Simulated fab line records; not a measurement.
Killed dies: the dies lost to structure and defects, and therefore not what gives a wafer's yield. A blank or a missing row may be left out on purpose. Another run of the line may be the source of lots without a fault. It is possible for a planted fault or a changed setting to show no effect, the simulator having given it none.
The tool behind it: which one? / flow n5Finfet / Sampling: 24 lots, 72 wafers, 4 of 1938 route steps

WHAT THE GAUGES READ, wafer by wafer
N5_BEOL_M10_OVL_MEAS_29. Usual: V9_OVL typically reads -0.2 nm, with standard deviation 0.67.
lot=L074; measured=day 9 14:37; on=overlay-01; V9_OVL (nm)=0.3 1.6 1.0; flag=
lot=L075; measured=day 10 09:05; on=overlay-02; V9_OVL (nm)=0.2 0.1 -0.7; flag=
lot=L076; measured=day 10 10:28; on=overlay-01; V9_OVL (nm)=-0.8 -1.3 -0.7; flag=
lot=L077; measured=day 10 11:25; on=overlay-01; V9_OVL (nm)=0.0 -0.7 -1.2; flag=
lot=L078; measured=day 10 12:22; on=overlay-02; V9_OVL (nm)=0.7 0.8 -0.9; flag=
lot=L079; measured=day 11 01:35; on=overlay-02; V9_OVL (nm)=-1.5 -2.0 -1.5; flag=
lot=L080; measured=day 11 10:46; on=overlay-01; V9_OVL (nm)=0.0 0.3 -0.1; flag=
lot=L082; measured=day 11 12:40; on=overlay-01; V9_OVL (nm)=-0.8 -1.2 0.6; flag=
lot=L081; measured=day 11 20:02; on=overlay-02; V9_OVL (nm)=0.1 -0.4 -0.3; flag=
lot=L083; measured=day 11 22:13; on=overlay-02; V9_OVL (nm)=-0.2 -0.4 0.0; flag=
lot=L085; measured=day 12 12:54; on=overlay-02; V9_OVL (nm)=-0.2 0.3 -0.1; flag=
lot=L084; measured=day 12 15:28; on=overlay-02; V9_OVL (nm)=0.1 0.5 0.6; flag=
lot=L087; measured=day 13 04:20; on=overlay-01; V9_OVL (nm)=0.6 0.3 -0.6; flag=
lot=L086; measured=day 13 08:13; on=overlay-01; V9_OVL (nm)=0.5 -1.2 -0.3; flag=
lot=L089; measured=day 13 10:22; on=overlay-02; V9_OVL (nm)=0.0 0.1 0.0; flag=
lot=L090; measured=day 13 11:48; on=overlay-02; V9_OVL (nm)=0.2 0.8 0.6; flag=
lot=L088; measured=day 13 16:34; on=overlay-01; V9_OVL (nm)=0.3 -0.3 0.5; flag=
lot=L091; measured=day 14 04:52; on=overlay-01; V9_OVL (nm)=-0.1 -0.1 -0.4; flag=
lot=L092; measured=day 14 11:23; on=overlay-02; V9_OVL (nm)=-0.9 0.0 -0.4; flag=
lot=L094; measured=day 14 15:29; on=overlay-02; V9_OVL (nm)=-0.8 -1.2 -0.3; flag=
lot=L093; measured=day 14 18:50; on=overlay-01; V9_OVL (nm)=0.5 -0.8 -0.3; flag=
lot=L095; measured=day 14 22:09; on=overlay-02; V9_OVL (nm)=0.5 -1.2 -0.3; flag=
lot=L096; measured=day 15 03:40; on=overlay-02; V9_OVL (nm)=1.0 0.1 -0.6; flag=
lot=L097; measured=day 16 02:20; on=overlay-02; V9_OVL (nm)=0.3 -0.4 0.8; flag=

WHICH TOOL RAN EACH LOT (tool, then ch and the chambers of the sampled wafers, then the start)
lot=L074; N5_BEOL_M9_DEGAS_44=pvdSputter-01, day 9 08:23; N5_BEOL_M10_ILD_DEP_00=pecvd-04 ch 0,1, day 9 11:08; N5_BEOL_M10_STRIP_19=rieDiel-04 ch 1,3, day 9 14:04
lot=L075; N5_BEOL_M9_DEGAS_44=pvdSputter-01, day 10 03:40; N5_BEOL_M10_ILD_DEP_00=pecvd-04 ch 0,1, day 10 05:19; N5_BEOL_M10_STRIP_19=rieDiel-04 ch 0,1,2, day 10 07:26
lot=L076; N5_BEOL_M9_DEGAS_44=pvdSputter-02, day 10 04:23; N5_BEOL_M10_ILD_DEP_00=pecvd-02 ch 0,2, day 10 07:20; N5_BEOL_M10_STRIP_19=rieDiel-04 ch 0,1,2, day 10 09:22
lot=L077; N5_BEOL_M9_DEGAS_44=pvdSputter-03, day 10 06:37; N5_BEOL_M10_ILD_DEP_00=pecvd-01 ch 0,2, day 10 08:25; N5_BEOL_M10_STRIP_19=rieDiel-01 ch 0,2,3, day 10 10:49
lot=L078; N5_BEOL_M9_DEGAS_44=pvdSputter-03, day 10 07:35; N5_BEOL_M10_ILD_DEP_00=pecvd-04 ch 0,1, day 10 09:26; N5_BEOL_M10_STRIP_19=rieDiel-01 ch 1,3, day 10 11:58
lot=L079; N5_BEOL_M9_DEGAS_44=pvdSputter-03, day 10 20:34; N5_BEOL_M10_ILD_DEP_00=pecvd-01 ch 0,2, day 10 22:35; N5_BEOL_M10_STRIP_19=rieDiel-01 ch 1,3, day 11 00:34
lot=L080; N5_BEOL_M9_DEGAS_44=pvdSputter-03, day 11 05:32; N5_BEOL_M10_ILD_DEP_00=pecvd-01 ch 0,1, day 11 07:38; N5_BEOL_M10_STRIP_19=rieDiel-05 ch 0,2,3, day 11 09:48
lot=L082; N5_BEOL_M9_DEGAS_44=pvdSputter-03, day 11 05:48; N5_BEOL_M10_ILD_DEP_00=pecvd-02 ch 0,1, day 11 08:22; N5_BEOL_M10_STRIP_19=rieDiel-04 ch 1,3, day 11 11:42
lot=L081; N5_BEOL_M9_DEGAS_44=pvdSputter-03, day 11 14:11; N5_BEOL_M10_ILD_DEP_00=pecvd-02 ch 0,1, day 11 15:59; N5_BEOL_M10_STRIP_19=rieDiel-01 ch 0,1,3, day 11 18:40
lot=L083; N5_BEOL_M9_DEGAS_44=pvdSputter-03, day 11 14:44; N5_BEOL_M10_ILD_DEP_00=pecvd-01 ch 1,2, day 11 18:00; N5_BEOL_M10_STRIP_19=rieDiel-01 ch 0,3, day 11 21:49
lot=L085; N5_BEOL_M9_DEGAS_44=pvdSputter-03, day 12 07:46; N5_BEOL_M10_ILD_DEP_00=pecvd-04 ch 1,2, day 12 10:44; N5_BEOL_M10_STRIP_19=rieDiel-05 ch 0,1,2, day 12 12:19
lot=L084; N5_BEOL_M9_DEGAS_44=pvdSputter-03, day 12 07:56; N5_BEOL_M10_ILD_DEP_00=pecvd-02 ch 1,2, day 12 11:07; N5_BEOL_M10_STRIP_19=rieDiel-01 ch 1,2,3, day 12 14:44
lot=L087; N5_BEOL_M9_DEGAS_44=pvdSputter-01, day 12 23:26; N5_BEOL_M10_ILD_DEP_00=pecvd-01 ch 0,2, day 13 01:17; N5_BEOL_M10_STRIP_19=rieDiel-05 ch 1,2, day 13 03:23
lot=L086; N5_BEOL_M9_DEGAS_44=pvdSputter-03, day 13 02:19; N5_BEOL_M10_ILD_DEP_00=pecvd-02 ch 0,1,2, day 13 04:31; N5_BEOL_M10_STRIP_19=rieDiel-01 ch 1,2, day 13 06:59
lot=L089; N5_BEOL_M9_DEGAS_44=pvdSputter-02, day 13 03:51; N5_BEOL_M10_ILD_DEP_00=pecvd-02 ch 0,1,2, day 13 06:26; N5_BEOL_M10_STRIP_19=rieDiel-04 ch 0,1,2, day 13 09:49
lot=L090; N5_BEOL_M9_DEGAS_44=pvdSputter-03, day 13 05:43; N5_BEOL_M10_ILD_DEP_00=pecvd-02 ch 0,2, day 13 07:26; N5_BEOL_M10_STRIP_19=rieDiel-04 ch 0,3, day 13 10:03
lot=L088; N5_BEOL_M9_DEGAS_44=pvdSputter-01, day 13 09:11; N5_BEOL_M10_ILD_DEP_00=pecvd-02 ch 0,1,2, day 13 11:07; N5_BEOL_M10_STRIP_19=rieDiel-05 ch 1,2, day 13 14:00
lot=L091; N5_BEOL_M9_DEGAS_44=pvdSputter-03, day 13 21:39; N5_BEOL_M10_ILD_DEP_00=pecvd-02 ch 0,1, day 14 00:59; N5_BEOL_M10_STRIP_19=rieDiel-04 ch 1,3, day 14 03:40
lot=L092; N5_BEOL_M9_DEGAS_44=pvdSputter-03, day 14 03:32; N5_BEOL_M10_ILD_DEP_00=pecvd-01 ch 1,2, day 14 06:26; N5_BEOL_M10_STRIP_19=rieDiel-01 ch 1,2, day 14 10:49
lot=L094; N5_BEOL_M9_DEGAS_44=pvdSputter-01, day 14 09:55; N5_BEOL_M10_ILD_DEP_00=pecvd-01 ch 1,2, day 14 12:13; N5_BEOL_M10_STRIP_19=rieDiel-05 ch 0,2,3, day 14 14:47
lot=L093; N5_BEOL_M9_DEGAS_44=pvdSputter-03, day 14 12:58; N5_BEOL_M10_ILD_DEP_00=pecvd-02 ch 0,2, day 14 14:46; N5_BEOL_M10_STRIP_19=rieDiel-01 ch 0,1,3, day 14 17:49
lot=L095; N5_BEOL_M9_DEGAS_44=pvdSputter-01, day 14 16:27; N5_BEOL_M10_ILD_DEP_00=pecvd-02 ch 1,2, day 14 18:47; N5_BEOL_M10_STRIP_19=rieDiel-01 ch 0,3, day 14 20:42
lot=L096; N5_BEOL_M9_DEGAS_44=pvdSputter-01, day 14 23:28; N5_BEOL_M10_ILD_DEP_00=pecvd-04 ch 1,2, day 15 01:05; N5_BEOL_M10_STRIP_19=rieDiel-05 ch 0,1,3, day 15 03:14
lot=L097; N5_BEOL_M9_DEGAS_44=pvdSputter-02, day 15 19:58; N5_BEOL_M10_ILD_DEP_00=pecvd-04 ch 1, day 15 22:06; N5_BEOL_M10_STRIP_19=rieDiel-01 ch 0,2, day 16 01:50
- N5_BEOL_M9_DEGAS_44: time 60 s.
- N5_BEOL_M10_ILD_DEP_00: deposits SiCOH lowk from DEMS/porogen, target thk 308.51 nm, time 58 s.
- N5_BEOL_M10_STRIP_19: strips in O2.

AS READ BY THE TOOLS THEMSELVES (means over the sampled wafers that have a number; for cases with no such wafer, the mark the record gives instead)
N5_BEOL_M9_DEGAS_44. Usual: heaterPowerW 330 W, standard deviation 31.
lot=L074; tool=pvdSputter-01; heaterPowerW (W)=335; flag=
lot=L075; tool=pvdSputter-01; heaterPowerW (W)=373; flag=
lot=L076; tool=pvdSputter-02; heaterPowerW (W)=293; flag=
lot=L077; tool=pvdSputter-03; heaterPowerW (W)=322; flag=
lot=L078; tool=pvdSputter-03; heaterPowerW (W)=323; flag=
lot=L079; tool=pvdSputter-03; heaterPowerW (W)=323; flag=
lot=L080; tool=pvdSputter-03; heaterPowerW (W)=334; flag=
lot=L082; tool=pvdSputter-03; heaterPowerW (W)=331; flag=
lot=L081; tool=pvdSputter-03; heaterPowerW (W)=331; flag=
lot=L083; tool=pvdSputter-03; heaterPowerW (W)=337; flag=
lot=L085; tool=pvdSputter-03; heaterPowerW (W)=308; flag=
lot=L084; tool=pvdSputter-03; heaterPowerW (W)=329; flag=
lot=L087; tool=pvdSputter-01; heaterPowerW (W)=315; flag=
lot=L086; tool=pvdSputter-03; heaterPowerW (W)=338; flag=
lot=L089; tool=pvdSputter-02; heaterPowerW (W)=290; flag=
lot=L090; tool=pvdSputter-03; heaterPowerW (W)=319; flag=
lot=L088; tool=pvdSputter-01; heaterPowerW (W)=366; flag=
lot=L091; tool=pvdSputter-03; heaterPowerW (W)=324; flag=
lot=L092; tool=pvdSputter-03; heaterPowerW (W)=344; flag=
lot=L094; tool=pvdSputter-01; heaterPowerW (W)=345; flag=
lot=L093; tool=pvdSputter-03; heaterPowerW (W)=323; flag=
lot=L095; tool=pvdSputter-01; heaterPowerW (W)=355; flag=
lot=L096; tool=pvdSputter-01; heaterPowerW (W)=370; flag=
lot=L097; tool=pvdSputter-02; heaterPowerW (W)=295; flag=

N5_BEOL_M10_ILD_DEP_00. Usual: heaterPowerW 324 W, standard deviation 46; showerheadPlenumPTorr 5.744 Torr, standard deviation 0.019; throttleValvePct 14.0 %, standard deviation 0.87.
lot=L074; tool=pecvd-04; heaterPowerW (W)=415; showerheadPlenumPTorr (Torr)=5.747; throttleValvePct (%)=14.1; flag=
lot=L075; tool=pecvd-04; heaterPowerW (W)=358; showerheadPlenumPTorr (Torr)=5.759; throttleValvePct (%)=14.3; flag=
lot=L076; tool=pecvd-02; heaterPowerW (W)=315; showerheadPlenumPTorr (Torr)=5.757; throttleValvePct (%)=13.9; flag=
lot=L077; tool=pecvd-01; heaterPowerW (W)=312; showerheadPlenumPTorr (Torr)=5.720; throttleValvePct (%)=13.1; flag=
lot=L078; tool=pecvd-04; heaterPowerW (W)=374; showerheadPlenumPTorr (Torr)=5.758; throttleValvePct (%)=14.4; flag=
lot=L079; tool=pecvd-01; heaterPowerW (W)=356; showerheadPlenumPTorr (Torr)=5.713; throttleValvePct (%)=13.1; flag=
lot=L080; tool=pecvd-01; heaterPowerW (W)=301; showerheadPlenumPTorr (Torr)=5.743; throttleValvePct (%)=13.7; flag=
lot=L082; tool=pecvd-02; heaterPowerW (W)=301; showerheadPlenumPTorr (Torr)=5.744; throttleValvePct (%)=15.2; flag=
lot=L081; tool=pecvd-02; heaterPowerW (W)=286; showerheadPlenumPTorr (Torr)=5.750; throttleValvePct (%)=14.8; flag=
lot=L083; tool=pecvd-01; heaterPowerW (W)=298; showerheadPlenumPTorr (Torr)=5.718; throttleValvePct (%)=13.3; flag=
lot=L085; tool=pecvd-04; heaterPowerW (W)=385; showerheadPlenumPTorr (Torr)=5.737; throttleValvePct (%)=14.0; flag=
lot=L084; tool=pecvd-02; heaterPowerW (W)=309; showerheadPlenumPTorr (Torr)=5.743; throttleValvePct (%)=14.0; flag=
lot=L087; tool=pecvd-01; heaterPowerW (W)=326; showerheadPlenumPTorr (Torr)=5.738; throttleValvePct (%)=13.5; flag=
lot=L086; tool=pecvd-02; heaterPowerW (W)=306; showerheadPlenumPTorr (Torr)=5.746; throttleValvePct (%)=14.3; flag=
lot=L089; tool=pecvd-02; heaterPowerW (W)=284; showerheadPlenumPTorr (Torr)=5.739; throttleValvePct (%)=14.4; flag=
lot=L090; tool=pecvd-02; heaterPowerW (W)=302; showerheadPlenumPTorr (Torr)=5.743; throttleValvePct (%)=14.9; flag=
lot=L088; tool=pecvd-02; heaterPowerW (W)=289; showerheadPlenumPTorr (Torr)=5.753; throttleValvePct (%)=14.5; flag=
lot=L091; tool=pecvd-02; heaterPowerW (W)=299; showerheadPlenumPTorr (Torr)=5.741; throttleValvePct (%)=15.3; flag=
lot=L092; tool=pecvd-01; heaterPowerW (W)=305; showerheadPlenumPTorr (Torr)=5.718; throttleValvePct (%)=13.1; flag=
lot=L094; tool=pecvd-01; heaterPowerW (W)=282; showerheadPlenumPTorr (Torr)=5.726; throttleValvePct (%)=13.2; flag=
lot=L093; tool=pecvd-02; heaterPowerW (W)=288; showerheadPlenumPTorr (Torr)=5.753; throttleValvePct (%)=14.1; flag=
lot=L095; tool=pecvd-02; heaterPowerW (W)=304; showerheadPlenumPTorr (Torr)=5.750; throttleValvePct (%)=13.8; flag=
lot=L096; tool=pecvd-04; heaterPowerW (W)=390; showerheadPlenumPTorr (Torr)=5.732; throttleValvePct (%)=13.8; flag=
lot=L097; tool=pecvd-04; heaterPowerW (W)=435; showerheadPlenumPTorr (Torr)=5.755; throttleValvePct (%)=13.8; flag=

N5_BEOL_M10_STRIP_19. Usual: drypumpMotorCurrentA 6.0 A, standard deviation 0.54; oesProductAu 0.79 a.u., standard deviation 0.086; rfVppV 3.6 V, standard deviation 0.58; showerheadPlenumPTorr 2.11 Torr, standard deviation 0.065; throttleValvePct 16.69 %, standard deviation 0.28.
lot=L074; tool=rieDiel-04; drypumpMotorCurrentA (A)=5.7; oesProductAu (a.u.)=0.73; rfVppV (V)=3.2; showerheadPlenumPTorr (Torr)=2.14; throttleValvePct (%)=16.65; flag=
lot=L075; tool=rieDiel-04; drypumpMotorCurrentA (A)=6.0; oesProductAu (a.u.)=0.79; rfVppV (V)=3.9; showerheadPlenumPTorr (Torr)=2.07; throttleValvePct (%)=16.55; flag=
lot=L076; tool=rieDiel-04; drypumpMotorCurrentA (A)=6.0; oesProductAu (a.u.)=0.78; rfVppV (V)=3.4; showerheadPlenumPTorr (Torr)=2.07; throttleValvePct (%)=16.55; flag=
lot=L077; tool=rieDiel-01; drypumpMotorCurrentA (A)=5.7; oesProductAu (a.u.)=0.75; rfVppV (V)=3.3; showerheadPlenumPTorr (Torr)=2.06; throttleValvePct (%)=16.83; flag=
lot=L078; tool=rieDiel-01; drypumpMotorCurrentA (A)=6.1; oesProductAu (a.u.)=0.79; rfVppV (V)=3.2; showerheadPlenumPTorr (Torr)=2.08; throttleValvePct (%)=16.92; flag=
lot=L079; tool=rieDiel-01; drypumpMotorCurrentA (A)=5.6; oesProductAu (a.u.)=0.75; rfVppV (V)=3.5; showerheadPlenumPTorr (Torr)=2.04; throttleValvePct (%)=16.86; flag=
lot=L080; tool=rieDiel-05; drypumpMotorCurrentA (A)=5.9; oesProductAu (a.u.)=0.76; rfVppV (V)=3.4; showerheadPlenumPTorr (Torr)=2.10; throttleValvePct (%)=16.70; flag=
lot=L082; tool=rieDiel-04; drypumpMotorCurrentA (A)=5.7; oesProductAu (a.u.)=0.74; rfVppV (V)=3.4; showerheadPlenumPTorr (Torr)=2.11; throttleValvePct (%)=16.81; flag=
lot=L081; tool=rieDiel-01; drypumpMotorCurrentA (A)=5.7; oesProductAu (a.u.)=0.79; rfVppV (V)=3.2; showerheadPlenumPTorr (Torr)=2.08; throttleValvePct (%)=16.93; flag=
lot=L083; tool=rieDiel-01; drypumpMotorCurrentA (A)=5.4; oesProductAu (a.u.)=0.79; rfVppV (V)=3.8; showerheadPlenumPTorr (Torr)=2.07; throttleValvePct (%)=16.88; flag=
lot=L085; tool=rieDiel-05; drypumpMotorCurrentA (A)=6.2; oesProductAu (a.u.)=0.81; rfVppV (V)=3.4; showerheadPlenumPTorr (Torr)=2.08; throttleValvePct (%)=16.57; flag=
lot=L084; tool=rieDiel-01; drypumpMotorCurrentA (A)=6.1; oesProductAu (a.u.)=0.73; rfVppV (V)=3.9; showerheadPlenumPTorr (Torr)=2.06; throttleValvePct (%)=16.88; flag=
lot=L087; tool=rieDiel-05; drypumpMotorCurrentA (A)=6.5; oesProductAu (a.u.)=0.78; rfVppV (V)=3.9; showerheadPlenumPTorr (Torr)=2.10; throttleValvePct (%)=16.65; flag=
lot=L086; tool=rieDiel-01; drypumpMotorCurrentA (A)=6.6; oesProductAu (a.u.)=0.73; rfVppV (V)=3.2; showerheadPlenumPTorr (Torr)=2.09; throttleValvePct (%)=16.88; flag=
lot=L089; tool=rieDiel-04; drypumpMotorCurrentA (A)=6.0; oesProductAu (a.u.)=0.85; rfVppV (V)=3.5; showerheadPlenumPTorr (Torr)=2.15; throttleValvePct (%)=16.45; flag=
lot=L090; tool=rieDiel-04; drypumpMotorCurrentA (A)=6.3; oesProductAu (a.u.)=0.86; rfVppV (V)=3.1; showerheadPlenumPTorr (Torr)=2.21; throttleValvePct (%)=16.29; flag=
lot=L088; tool=rieDiel-05; drypumpMotorCurrentA (A)=6.4; oesProductAu (a.u.)=0.83; rfVppV (V)=4.2; showerheadPlenumPTorr (Torr)=2.12; throttleValvePct (%)=16.52; flag=
lot=L091; tool=rieDiel-04; drypumpMotorCurrentA (A)=5.7; oesProductAu (a.u.)=0.70; rfVppV (V)=4.3; showerheadPlenumPTorr (Torr)=2.13; throttleValvePct (%)=16.71; flag=
lot=L092; tool=rieDiel-01; drypumpMotorCurrentA (A)=6.6; oesProductAu (a.u.)=0.76; rfVppV (V)=3.4; showerheadPlenumPTorr (Torr)=2.10; throttleValvePct (%)=16.98; flag=
lot=L094; tool=rieDiel-05; drypumpMotorCurrentA (A)=5.9; oesProductAu (a.u.)=0.75; rfVppV (V)=3.4; showerheadPlenumPTorr (Torr)=2.09; throttleValvePct (%)=16.76; flag=
lot=L093; tool=rieDiel-01; drypumpMotorCurrentA (A)=5.7; oesProductAu (a.u.)=0.86; rfVppV (V)=3.9; showerheadPlenumPTorr (Torr)=2.16; throttleValvePct (%)=16.81; flag=
lot=L095; tool=rieDiel-01; drypumpMotorCurrentA (A)=5.4; oesProductAu (a.u.)=0.86; rfVppV (V)=4.4; showerheadPlenumPTorr (Torr)=2.15; throttleValvePct (%)=16.78; flag=
lot=L096; tool=rieDiel-05; drypumpMotorCurrentA (A)=5.8; oesProductAu (a.u.)=0.79; rfVppV (V)=3.4; showerheadPlenumPTorr (Torr)=2.11; throttleValvePct (%)=16.65; flag=
lot=L097; tool=rieDiel-01; drypumpMotorCurrentA (A)=6.2; oesProductAu (a.u.)=0.91; rfVppV (V)=3.6; showerheadPlenumPTorr (Torr)=2.08; throttleValvePct (%)=16.57; flag=

THE ANSWER, worked out from the rows above alone
Rule: a lot is off if the mean of its wafers that have a number lies more than 3 standard deviations from the usual mean. A lot without any number at a reading at which 4 lots or more have one is off too. All remaining lots with rows at the step are treated as sound. First the gauges in route order, then the tools' own readings, where a lot's mean is used as printed above. The first step at which some lot is off is used, and at that step the reading that is off furthest; a lot without a number counts as furthest.
Across all readings shown, no lot is off: no conclusion can be drawn from this.

WHAT THE SIMULATOR HAD PUT IN
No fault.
